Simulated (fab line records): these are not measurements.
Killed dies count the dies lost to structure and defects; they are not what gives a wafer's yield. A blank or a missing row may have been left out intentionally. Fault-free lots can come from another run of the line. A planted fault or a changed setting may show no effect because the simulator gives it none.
fab line records -- flow nandHarc
record lots=11, wafers=33, lastDay=33
route steps=1302 shown P_M0@272 P_M1@303 END@1302
lots untouched by any fault: they come from a run of this same line in which no faults occurred
startH: start of the lot's first displayed wafer, in hours after the record's first day -- waitH: time in hours since the lot's previous step -- " unchanged from the row above -- L1.1+2: one row covering several wafers at once -- - no value, or no start given -- * or withheld: withheld -- < > ~ a bound
route shown NAME@n: NAME is a module with steps in the file, n the number in the route of the first one -- usual: mean/standard deviation of fault-free wafers -- same: alike in all rows -- chamber/n: place in a boat -- sites: per-site readings -- _std_site: the standard deviation of these -- _edge_site: inner sites' mean taken away from outer sites' mean -- radiusMm: for every site, how far away it sits from the centre of the wafer -- mask NAME#n: copy n -- behind: the most recent tool/chamber to have shaped the wafer -- hold: why the lot went on hold/how many hours it stayed there/how the hold came to an end -- device: the n, p or np transistor that did not switch -- end of line: the route-end tests of the same wafers -- a step without rows: its recipe alone -- killed: count of dies lost to structure and defects at first sort (not the wafer's yield) -- map: shows each die of a wafer: x if killed, . if not, _ if none is there
set.NAME: the setting the step ran with; set.NAME@STEP: the setting that earlier step ran with -- model.NAME: the simulator's own value behind a step, which no gauge read
steps of the route over a sample of lots; a table a step, a row a wafer
services: from which hour (startH, from the record's first day; less than 0 if before it) a tool's chamber was out of use, for how many hours, and why
## steps
# step NHARC_P_M0_DEGAS_28
# recipe tempC=250, timeS=60
# usual heaterPowerW=327/35
lot.wafer,tool,chamber,startH,waitH,heaterPowerW
L640.1,pvdSputter-01,-,103.87,-,374
L640.3,pvdSputter-01,-,103.87,-,334
L640.2,pvdSputter-01,-,103.87,-,320
L639.3,pvdSputter-03,-,104.83,-,375
L639.4,pvdSputter-03,-,104.83,-,314
L639.5,pvdSputter-03,-,104.83,-,295
L643.1,pvdSputter-02,-,135.97,-,305
L643.2,pvdSputter-02,-,135.97,-,292
L643.5,pvdSputter-02,-,135.97,-,309
L649.4,pvdSputter-01,-,193.42,-,328
L649.2,pvdSputter-01,-,193.42,-,374
L649.1,pvdSputter-01,-,193.42,-,308
L651.2,pvdSputter-03,-,214.33,-,301
L651.1,pvdSputter-03,-,214.33,-,279
L651.6,pvdSputter-03,-,214.33,-,392
L655.1,pvdSputter-01,-,257.94,-,293
L655.2,pvdSputter-01,-,257.94,-,356
L655.5,pvdSputter-01,-,257.94,-,309
L656.1,pvdSputter-03,-,270.33,-,405
L656.5,pvdSputter-03,-,270.33,-,270
L656.6,pvdSputter-03,-,270.33,-,392
L657.2,pvdSputter-03,-,281.90,-,274
L657.1,pvdSputter-03,-,281.90,-,388
L657.5,pvdSputter-03,-,281.90,-,384
L658.2,pvdSputter-03,-,287.06,-,389
L658.5,pvdSputter-03,-,287.06,-,278
L658.6,pvdSputter-03,-,287.06,-,398
L661.4,pvdSputter-01,-,318.48,-,373
L661.3,pvdSputter-01,-,318.48,-,310
L661.1,pvdSputter-01,-,318.48,-,288
L662.3,pvdSputter-01,-,324.65,-,288
L662.1,pvdSputter-01,-,324.65,-,307
L662.6,pvdSputter-01,-,324.65,-,287
# step NHARC_P_M0_PVD_21
# recipe targetThkA=300, chamberPressurePa=5, powerW=5000, substrateTempC=30, timeS=20.49, material=Cu
# usual substrateTempC=30.00/0.13, throttleValvePct=30.2/1.3
lot.wafer,tool,chamber,startH,waitH,substrateTempC,throttleValvePct
L640.1,pvdSputter-01,-,-,-,30.09,30.5
L640.2,pvdSputter-01,-,-,-,30.06,30.7
L640.3,pvdSputter-01,-,-,-,29.89,32.9
L639.3,pvdSputter-03,-,-,-,30.01,31.4
L639.4,pvdSputter-03,-,-,-,30.06,28.8
L639.5,pvdSputter-03,-,-,-,29.98,31.3
L643.1,pvdSputter-02,-,-,-,29.91,31.1
L643.2,pvdSputter-02,-,-,-,30.04,30.6
L643.5,pvdSputter-02,-,-,-,30.17,31.0
L649.1,pvdSputter-01,-,-,-,29.94,28.3
L649.4,pvdSputter-01,-,-,-,29.96,33.0
L649.2,pvdSputter-01,-,-,-,29.96,30.7
L651.1,pvdSputter-03,-,-,-,29.87,29.1
L651.2,pvdSputter-03,-,-,-,30.05,30.2
L651.6,pvdSputter-03,-,-,-,29.92,29.4
L655.2,pvdSputter-01,-,-,-,30.10,33.0
L655.1,pvdSputter-01,-,-,-,29.87,29.7
L655.5,pvdSputter-01,-,-,-,30.00,30.1
L656.1,pvdSputter-03,-,-,-,29.85,30.1
L656.6,pvdSputter-03,-,-,-,29.98,29.8
L656.5,pvdSputter-03,-,-,-,30.09,29.3
L657.1,pvdSputter-03,-,-,-,29.99,29.9
L657.2,pvdSputter-03,-,-,-,30.15,30.2
L657.5,pvdSputter-03,-,-,-,29.93,29.4
L658.2,pvdSputter-03,-,-,-,29.99,30.0
L658.5,pvdSputter-03,-,-,-,29.98,29.5
L658.6,pvdSputter-03,-,-,-,29.85,30.0
L661.3,pvdSputter-01,-,-,-,30.11,29.7
L661.1,pvdSputter-01,-,-,-,30.32,30.0
L661.4,pvdSputter-01,-,-,-,30.15,33.1
L662.1,pvdSputter-01,-,-,-,30.22,32.9
L662.3,pvdSputter-01,-,-,-,29.86,29.8
L662.6,pvdSputter-01,-,-,-,29.98,29.9
# step NHARC_P_M0_DEP_32
# recipe targetThkA=300, tempC=370, targetThkNm=30, pressureTorr=3, flowSccm=200, rfW=450, material=SiCN
# usual chamberPressureTorr=2.999/0.0062, heaterPowerW=610/65
lot.wafer,tool,chamber,startH,waitH,chamberPressureTorr,heaterPowerW
L640.3,pecvd-04,0,105.56,0.1,3.003,604
L640.2,pecvd-04,1,105.56,0.1,3.008,577
L640.1,pecvd-04,2,105.56,0.1,2.998,706
L639.3,pecvd-02,2,106.57,0.1,3.004,618
L639.5,pecvd-02,1,106.57,0.1,2.998,572
L639.4,pecvd-02,2,106.57,0.1,2.998,604
L643.1,pecvd-02,1,138.11,0.1,2.994,588
L643.2,pecvd-02,2,138.11,0.1,2.996,652
L643.5,pecvd-02,0,138.11,0.1,3.002,733
L649.1,pecvd-02,2,195.14,0.1,2.997,619
L649.2,pecvd-02,0,195.14,0.1,2.997,635
L649.4,pecvd-02,0,195.14,0.1,3.003,616
L651.2,pecvd-04,1,216.01,0.1,3.003,672
L651.1,pecvd-04,0,216.01,0.1,3.007,613
L651.6,pecvd-04,2,216.01,0.1,2.988,615
L655.1,pecvd-02,1,259.64,0.1,2.998,606
L655.2,pecvd-02,2,259.64,0.1,2.995,611
L655.5,pecvd-02,0,259.64,0.1,2.990,724
L656.1,pecvd-01,0,272.08,0.1,3.002,565
L656.6,pecvd-01,2,272.08,0.1,2.995,532
L656.5,pecvd-01,1,272.08,0.1,2.992,658
L657.1,pecvd-01,0,283.62,0.1,3.006,534
L657.2,pecvd-01,1,283.62,0.1,2.992,610
L657.5,pecvd-01,2,283.62,0.1,3.003,466
L658.2,pecvd-04,2,288.74,0.1,3.002,701
L658.6,pecvd-04,2,288.74,0.1,2.997,562
L658.5,pecvd-04,1,288.74,0.1,2.997,540
L661.3,pecvd-01,1,320.45,0.1,2.988,677
L661.1,pecvd-01,0,320.45,0.1,2.998,549
L661.4,pecvd-01,1,320.45,0.1,2.995,695
L662.1,pecvd-02,0,326.40,0.1,3.004,699
L662.3,pecvd-02,1,326.40,0.1,2.997,605
L662.6,pecvd-02,1,326.40,0.1,3.000,618
# step NHARC_P_M1_ETCH_28
# recipe targetDepthA=300, overEtchFrac=0.3, timeS=72.99, ionEnergyEv=150, cf4FlowSccm=50, n2FlowSccm=100, arFlowSccm=150, rfW=300, biasW=100, chemistry=CF4/N2
# usual cf4FlowSccm=50.02/0.17, drypumpMotorCurrentA=5.5/0.33, oesProductAu=1.000/0.0097, overEtchFrac=0.3/0, rfVppV=313.8/1.9, showerheadPlenumPTorr=2.60/0.092, throttleValvePct=19.794/0.0089
lot.wafer,tool,chamber,startH,waitH,cf4FlowSccm,drypumpMotorCurrentA,oesProductAu,overEtchFrac,rfHoursCounterH,rfVppV,showerheadPlenumPTorr,throttleValvePct
L640.2,rieDiel-09,2,107.61,-,50.02,5.2,0.996,0.3,10,313.1,2.58,19.788
L640.3,rieDiel-09,3,107.61,-,49.96,5.7,1.004,0.3,9,315.2,2.71,19.803
L640.1,rieDiel-09,0,107.61,-,50.30,5.4,1.008,0.3,9,315.0,2.70,19.784
L639.4,rieDiel-09,1,108.60,-,50.42,5.1,1.008,0.3,9,313.0,2.59,19.801
L639.3,rieDiel-09,0,108.60,-,50.12,5.4,1.001,0.3,10,317.4,2.70,19.797
L639.5,rieDiel-09,1,108.60,-,50.03,5.2,1.004,0.3,-,312.6,2.59,19.804
L643.2,rieDiel-13,2,140.16,-,50.11,5.9,1.011,0.3,15,315.1,2.64,19.789
L643.1,rieDiel-13,1,140.16,-,49.82,5.2,1.002,0.3,11,316.3,2.73,19.788
L643.5,rieDiel-13,3,140.16,-,50.17,5.2,1.007,0.3,-,311.5,2.47,19.788
L649.4,rieDiel-13,1,197.21,-,49.69,5.3,0.987,0.33857,5,316.2,2.73,19.780
L649.1,rieDiel-13,2,197.21,-,50.04,5.9,0.994,0.33857,4,315.3,2.64,19.795
L649.2,rieDiel-13,3,197.21,-,49.90,5.2,0.988,0.33857,5,311.3,2.47,19.787
L651.2,rieDiel-13,3,218.07,-,49.70,5.2,0.996,0.33857,7,309.6,2.47,19.788
L651.1,rieDiel-13,0,218.07,-,50.05,6.0,0.996,0.33857,7,312.0,2.51,19.796
L651.6,rieDiel-13,2,218.07,-,50.12,5.9,0.992,0.33857,-,315.5,2.64,19.795
L655.1,rieDiel-09,2,261.69,-,49.87,5.2,0.990,0.3,10,314.2,2.58,19.793
L655.2,rieDiel-09,0,261.69,-,50.02,5.4,1.005,0.3,8,316.0,2.69,19.800
L655.5,rieDiel-09,3,261.69,-,50.04,5.7,0.992,0.3,-,314.8,2.71,19.791
L656.1,rieDiel-09,1,274.09,-,50.02,5.2,1.011,0.3,9,313.5,2.58,19.800
L656.5,rieDiel-09,0,274.09,-,50.05,5.4,1.013,0.3,-,314.4,2.69,19.792
L656.6,rieDiel-09,1,274.09,-,50.45,5.2,1.011,0.3,-,313.8,2.58,19.799
L657.2,rieDiel-13,3,285.51,-,49.82,5.2,1.005,0.3,13,311.8,2.47,19.799
L657.1,rieDiel-13,0,285.51,-,49.94,6.0,1.003,0.3,14,312.3,2.50,19.786
L657.5,rieDiel-13,2,285.51,-,49.92,5.9,0.993,0.3,-,315.0,2.64,19.798
L658.2,rieDiel-13,0,290.81,-,49.82,6.0,1.011,0.3,14,310.9,2.50,19.798
L658.5,rieDiel-13,2,290.81,-,50.25,5.9,0.999,0.3,-,316.2,2.64,19.801
L658.6,rieDiel-13,3,290.81,-,49.62,5.2,1.004,0.3,-,310.9,2.47,19.786
L661.3,rieDiel-09,3,322.59,-,49.94,5.7,1.011,0.3,1,315.0,2.71,19.797
L661.1,rieDiel-09,0,322.59,-,50.05,5.4,1.002,0.3,1,314.4,2.69,19.786
L661.4,rieDiel-09,3,322.59,-,50.02,5.7,0.998,0.3,-,314.8,2.71,19.789
L662.3,rieDiel-09,1,328.46,-,49.93,5.1,0.998,0.3,1,313.0,2.58,19.800
L662.1,rieDiel-09,3,328.46,-,49.74,5.7,1.010,0.3,1,315.9,2.70,19.811
L662.6,rieDiel-09,0,328.46,-,50.03,5.5,1.005,0.3,-,315.0,2.69,19.782
# step NHARC_END_SORT_01
# recipe tempC=25
# usual defectLimitedYield=92.3/2.2, killedAtArray=47/14, killedAtOther=0.5/0.72, killedAtPeriphery=4/3.1, killedDies=52/15, killedOpen=3.2/1.9, killedShort=2.4/1.7, sort_bin_2_pct=2.7/1.1, sort_bin_3_pct=0.6/0.34, sort_bin_4_pct=4.4/1.3, sortNPass=625/15, sortRimYieldPct=90/4.3, sortYieldPct=92.3/2.2
# same grossDies=677, sort_bin_5_pct[%]=0, sort_bin_6_pct[%]=0, sort_bin_7_pct[%]=0, sort_bin_8_pct[%]=0, sortRimNGross=106.00
lot.wafer,tool,chamber,startH,waitH,defectLimitedYield[%],killedAtArray,killedAtOther,killedAtPeriphery,killedDies,killedOpen,killedShort,sort_bin_2_pct[%],sort_bin_3_pct[%],sort_bin_4_pct[%],sortNPass,sortRimYieldPct[%],sortYieldPct[%]
L640.1,prober-01,0,539.27,2.5,89.1,69,1,4,74,4,2,4.9,0.7,5.3,603,91,89.1
L640.2,prober-01,0,540.07,2.8,88.2,73,0,7,80,1,5,4.6,1.3,5.9,597,86,88.2
L640.3,prober-01,0,540.86,3.1,90.8,57,1,4,62,1,2,3.5,0.7,4.9,615,96,90.8
L639.3,prober-02,0,553.75,3.1,90.3,64,0,2,66,2,1,2.5,0.6,6.6,611,90,90.3
L639.4,prober-02,0,554.55,3.4,90.7,59,1,3,63,4,5,4.1,0.4,4.7,614,87,90.7
L639.5,prober-02,0,555.34,3.7,88.6,75,1,1,77,4,4,3.2,0.1,8.0,600,92,88.6
L649.1,prober-02,0,745.49,2.5,93.8,42,0,0,42,3,4,2.5,0.4,3.2,635,87,93.8
L649.2,prober-02,0,746.30,2.8,92.3,47,0,5,52,5,4,2.8,0.7,4.1,625,90,92.3
L649.4,prober-02,0,747.92,3.4,91.4,54,0,4,58,5,1,2.8,0.4,5.3,619,86,91.4
L651.1,prober-01,0,750.85,2.4,92.5,42,0,9,51,1,1,3.2,0.6,3.7,626,98,92.5
L651.2,prober-01,0,751.65,2.8,94.7,32,1,3,36,4,0,1.2,0.6,3.5,641,91,94.7
L651.6,prober-01,0,754.85,4.0,92.6,41,0,9,50,6,0,3.1,0.6,3.7,627,98,92.6
L655.1,prober-02,0,768.87,2.5,90.5,61,0,3,64,3,3,4.6,0.1,4.7,613,88,90.5
L655.2,prober-02,0,769.66,2.8,93.4,41,0,4,45,1,2,2.2,0.3,4.1,632,86,93.4
L655.5,prober-02,0,772.03,3.7,91.4,57,0,1,58,1,1,3.1,0.3,5.2,619,89,91.4
L657.1,prober-02,0,776.60,2.5,92.3,50,0,2,52,6,2,2.8,0.9,4.0,625,89,92.3
L657.2,prober-02,0,777.40,2.8,91.1,55,0,5,60,1,3,3.7,0.7,4.4,617,94,91.1
L657.5,prober-02,0,779.81,3.7,90.1,63,0,4,67,9,3,3.1,0.4,6.4,610,93,90.1
L658.2,prober-01,0,782.81,2.8,89.2,61,2,10,73,1,1,3.7,1.3,5.8,604,82,89.2
L658.5,prober-01,0,785.24,3.7,91.7,49,2,5,56,3,3,3.7,0.6,4.0,621,91,91.7
L658.6,prober-01,0,786.04,4.0,94.1,33,1,6,40,1,1,3.0,0.3,2.7,637,85,94.1
L661.1,prober-02,0,800.02,2.5,92.8,46,0,3,49,2,3,2.1,0.1,5.0,628,93,92.8
L661.3,prober-02,0,801.61,3.1,95.3,29,1,2,32,4,2,2.1,0.1,2.5,645,88,95.3
L661.4,prober-02,0,802.40,3.4,93.8,40,0,2,42,2,3,1.9,0,4.3,635,97,93.8
# killed by level:class
L640.1 A_CHANNEL_HOLE_D2:chamberFilmFlake=31 A_CHANNEL_HOLE_D1:chamberFilmFlake=28 A_M1:geometricParticle:open=2 A_STAIRCASE:chamberFilmFlake=2 A_CONTACT:chamberFilmFlake=2 P_GATE:geometricParticle:short=1 A_DECK1_JOINT:geometricParticle:short=1 A_WL_FILL:geometricParticle:open=1
L640.2 A_CHANNEL_HOLE_D1:chamberFilmFlake=37 A_CHANNEL_HOLE_D2:chamberFilmFlake=26 P_GATE:chamberFilmFlake=4 A_WL_FILL:geometricParticle:short=2 A_WL_FILL:chamberFilmFlake=2 P_STI:geometricParticle:short=1 A_CHANNEL_FILL_D1:geometricParticle:short=1 A_DECK1_JOINT:geometricParticle:short=1
L640.3 A_CHANNEL_HOLE_D1:chamberFilmFlake=28 A_CHANNEL_HOLE_D2:chamberFilmFlake=21 A_CHANNEL_FILL_D2:geometricParticle:short=2 P_M0:chamberFilmFlake=2 A_CONTACT:chamberFilmFlake=2 A_WL_FILL:geometricParticle:open=1 P_ZERO_WELL:chamberFilmFlake=1 P_GATE:chamberFilmFlake=1
L639.3 A_CHANNEL_HOLE_D2:chamberFilmFlake=36 A_SLIT:chamberFilmFlake=12 A_STAIRCASE:chamberFilmFlake=9 A_CONTACT:chamberFilmFlake=3 A_ONON_D1:geometricParticle:open=2 A_CHANNEL_FILL_D1:geometricParticle:short=1 P_GATE:chamberFilmFlake=1 P_M0:chamberFilmFlake=1
L639.4 A_SLIT:chamberFilmFlake=23 A_CHANNEL_HOLE_D2:chamberFilmFlake=22 A_CONTACT:chamberFilmFlake=5 A_M0:geometricParticle:short=2 A_STAIRCASE:chamberFilmFlake=2 P_M0:geometricParticle:open=1 A_CHANNEL_FILL_D1:geometricParticle:open=1 A_ONON_D2:geometricParticle:short=1
L639.5 A_CHANNEL_HOLE_D2:chamberFilmFlake=31 A_SLIT:chamberFilmFlake=20 A_CONTACT:chamberFilmFlake=9 A_STAIRCASE:chamberFilmFlake=5 A_ONON_D1:geometricParticle:short=2 A_SOURCE_PLATE:geometricParticle:short=1 A_SOURCE_PLATE:geometricParticle:open=1 A_ONON_D2:geometricParticle:short=1
L649.1 A_SLIT:chamberFilmFlake=12 A_CONTACT:chamberFilmFlake=10 A_CHANNEL_HOLE_D2:unspecified=4 A_CHANNEL_HOLE_D1:chamberFilmFlake=3 A_ONON_D2:geometricParticle:short=2 A_WL_FILL:chamberFilmFlake=2 A_ONON_D2:geometricParticle:open=1 A_SGD_CUT:geometricParticle:open=1
L649.2 A_SLIT:chamberFilmFlake=25 A_CONTACT:chamberFilmFlake=4 A_ONON_D1:geometricParticle:short=2 P_CONTACT:chamberFilmFlake=2 A_CHANNEL_HOLE_D1:chamberFilmFlake=2 A_CHANNEL_FILL_D1:chamberFilmFlake=2 A_WL_FILL:chamberFilmFlake=2 A_M1:chamberFilmFlake=2
L649.4 A_SLIT:chamberFilmFlake=29 A_CONTACT:chamberFilmFlake=5 A_CHANNEL_HOLE_D1:chamberFilmFlake=4 A_CHANNEL_HOLE_D2:unspecified=4 P_CONTACT:chamberFilmFlake=2 A_CHANNEL_HOLE_D2:chamberFilmFlake=2 A_STAIRCASE:chamberFilmFlake=2 A_M1:chamberFilmFlake=2
L651.1 A_CHANNEL_HOLE_D1:chamberFilmFlake=33 P_CONTACT:chamberFilmFlake=4 A_M0:chamberFilmFlake=3 P_ZERO_WELL:chamberFilmFlake=2 P_STI:chamberFilmFlake=2 A_WL_FILL:chamberFilmFlake=2 P_CONTACT:geometricParticle:open=1 A_CHANNEL_FILL_D1:geometricParticle:short=1
L651.2 A_CHANNEL_HOLE_D1:chamberFilmFlake=20 A_SLIT:chamberFilmFlake=3 A_WL_FILL:chamberFilmFlake=3 P_M2:geometricParticle:open=1 A_ONON_D1:geometricParticle:open=1 A_STAIRCASE:geometricParticle:open=1 STARTING-WAFER:geometricParticle:open=1 P_ZERO_WELL:chamberFilmFlake=1
L651.6 A_CHANNEL_HOLE_D1:chamberFilmFlake=29 P_CONTACT:chamberFilmFlake=4 P_ZERO_WELL:chamberFilmFlake=3 A_CONTACT:geometricParticle:open=2 A_M0:geometricParticle:open=2 A_WL_FILL:chamberFilmFlake=2 A_M0:chamberFilmFlake=2 P_M2:geometricParticle:open=1
L655.1 A_SLIT:chamberFilmFlake=25 A_CONTACT:chamberFilmFlake=15 A_CHANNEL_HOLE_D2:chamberFilmFlake=11 A_CHANNEL_HOLE_D1:chamberFilmFlake=2 A_M0:chamberFilmFlake=2 P_GATE:geometricParticle:open=1 P_CONTACT:geometricParticle:open=1 A_ONON_D2:geometricParticle:open=1
L655.2 A_SLIT:chamberFilmFlake=12 A_CHANNEL_HOLE_D1:chamberFilmFlake=10 A_CONTACT:chamberFilmFlake=10 A_CHANNEL_HOLE_D2:chamberFilmFlake=6 P_GATE:chamberFilmFlake=3 P_CONTACT:geometricParticle:open=1 A_ONON_D1:geometricParticle:short=1 A_CHANNEL_HOLE_D1:geometricParticle:short=1
L655.5 A_SLIT:chamberFilmFlake=26 A_CHANNEL_HOLE_D2:chamberFilmFlake=10 A_CONTACT:chamberFilmFlake=8 A_CHANNEL_HOLE_D1:chamberFilmFlake=6 A_M0:chamberFilmFlake=3 A_DECK1_JOINT:geometricParticle:open=1 A_WL_FILL:geometricParticle:short=1 P_GATE:chamberFilmFlake=1
L657.1 A_CHANNEL_HOLE_D1:chamberFilmFlake=25 A_STAIRCASE:chamberFilmFlake=6 A_SLIT:chamberFilmFlake=6 A_CONTACT:chamberFilmFlake=2 A_CHANNEL_FILL_D1:geometricParticle:open=2 A_SGD_CUT:geometricParticle:open=2 P_CONTACT:geometricParticle:open=1 A_CHANNEL_HOLE_D1:geometricParticle:short=1
L657.2 A_CHANNEL_HOLE_D1:chamberFilmFlake=33 A_STAIRCASE:chamberFilmFlake=7 A_DECK1_JOINT:chamberFilmFlake=4 P_GATE:chamberFilmFlake=3 A_SLIT:chamberFilmFlake=3 A_CHANNEL_FILL_D1:geometricParticle:short=2 A_CHANNEL_FILL_D1:chamberFilmFlake=2 A_WL_FILL:chamberFilmFlake=2
L657.5 A_CHANNEL_HOLE_D1:chamberFilmFlake=35 A_STAIRCASE:chamberFilmFlake=9 A_WL_FILL:chamberFilmFlake=4 A_SLIT:chamberFilmFlake=3 P_M0:geometricParticle:open=2 A_ONON_D1:geometricParticle:open=2 A_CHANNEL_FILL_D2:geometricParticle:short=2 P_GATE:geometricParticle:short=1
L658.2 A_SLIT:chamberFilmFlake=25 A_CHANNEL_HOLE_D2:chamberFilmFlake=16 A_CHANNEL_HOLE_D1:chamberFilmFlake=9 P_M2:chamberFilmFlake=8 A_CONTACT:chamberFilmFlake=5 A_DECK1_JOINT:chamberFilmFlake=2 A_CHANNEL_FILL_D2:geometricParticle:open=1 A_M0:geometricParticle:short=1
L658.5 A_SLIT:chamberFilmFlake=17 A_CHANNEL_HOLE_D2:chamberFilmFlake=15 A_CHANNEL_HOLE_D1:chamberFilmFlake=6 A_CONTACT:chamberFilmFlake=3 A_STAIRCASE:chamberFilmFlake=3 P_M2:chamberFilmFlake=2 HYBRID_BOND:chamberFilmFlake=2 P_STI:geometricParticle:open=1
L658.6 A_SLIT:chamberFilmFlake=12 A_CHANNEL_HOLE_D2:chamberFilmFlake=6 A_CHANNEL_HOLE_D1:chamberFilmFlake=5 A_CONTACT:chamberFilmFlake=4 P_M2:chamberFilmFlake=3 P_GATE:chamberFilmFlake=2 A_DECK1_JOINT:chamberFilmFlake=2 A_STAIRCASE:chamberFilmFlake=2
L661.1 A_CHANNEL_HOLE_D1:chamberFilmFlake=16 A_SLIT:chamberFilmFlake=10 A_STAIRCASE:chamberFilmFlake=9 A_CONTACT:chamberFilmFlake=3 A_SGD_CUT:geometricParticle:short=2 A_CHANNEL_FILL_D2:chamberFilmFlake=2 P_GATE:geometricParticle:open=1 A_CHANNEL_FILL_D2:geometricParticle:short=1
L661.3 A_CHANNEL_HOLE_D1:chamberFilmFlake=9 A_STAIRCASE:chamberFilmFlake=7 A_CONTACT:chamberFilmFlake=5 A_SLIT:chamberFilmFlake=3 P_CONTACT:geometricParticle:short=1 A_CHANNEL_FILL_D1:geometricParticle:open=1 A_DECK1_JOINT:geometricParticle:short=1 A_CHANNEL_HOLE_D2:geometricParticle:open=1
L661.4 A_CHANNEL_HOLE_D1:chamberFilmFlake=15 A_SLIT:chamberFilmFlake=11 A_CHANNEL_FILL_D2:geometricParticle:short=2 A_STAIRCASE:chamberFilmFlake=2 A_CONTACT:chamberFilmFlake=2 P_M1:geometricParticle:open=1 A_ONON_D1:geometricParticle:short=1 A_DECK1_JOINT:geometricParticle:open=1
## services
tool,chamber,startH,hours,kind
pecvd-01,-,82.51,1.4,repair
rieDiel-09,1,85.99,2.4,repair
rieDiel-09,3,89.16,16.1,repair
rieDiel-09,-,92.26,3.4,repair
rieDiel-13,1,97.59,28.6,repair
pecvd-01,-,106.00,13.0,pm
pvdSputter-03,-,117.79,8.4,repair
rieDiel-09,-,119.15,9.0,pm
pecvd-04,-,132.83,0.8,repair
pecvd-01,-,138.17,1.3,repair
rieDiel-09,1,140.89,1.9,repair
rieDiel-13,-,141.03,9.0,pm
pecvd-01,-,145.46,1.0,repair
pvdSputter-03,-,146.00,10.0,pm
pvdSputter-01,-,157.11,2.4,repair
pvdSputter-01,-,189.52,0.5,repair
pvdSputter-01,-,202.00,10.0,pm
pecvd-02,-,203.00,13.0,pm
rieDiel-13,1,204.07,6.0,repair
pecvd-02,2,255.07,2.4,repair
rieDiel-09,-,296.15,9.0,pm
rieDiel-13,3,297.51,8.8,repair
rieDiel-13,-,318.03,9.0,pm
pvdSputter-03,-,324.00,10.0,pm
## key
firstSign step=NHARC_P_M1_ETCH_28, reading=overEtchFrac, direction=up, sigmas=99+, usual=0.3, struck=0.33857
effect none on later readings
metAt NHARC_P_M1_ETCH_28
struckLots L649,L651
notActingAt NHARC_P_M0_DEGAS_28,NHARC_P_M0_PVD_21,NHARC_P_M0_DEP_32
onsetBetween 140.16 197.21
fault kind=processParameterDrift, tool=rieDiel-13, chamber=-, onsetH=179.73, steps=NHARC_P_M1_ETCH_28, channel=overEtchFrac, offset=0.038574, shape=step, endH=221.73, actsIn=theseRecipesOnly, stated=0.3
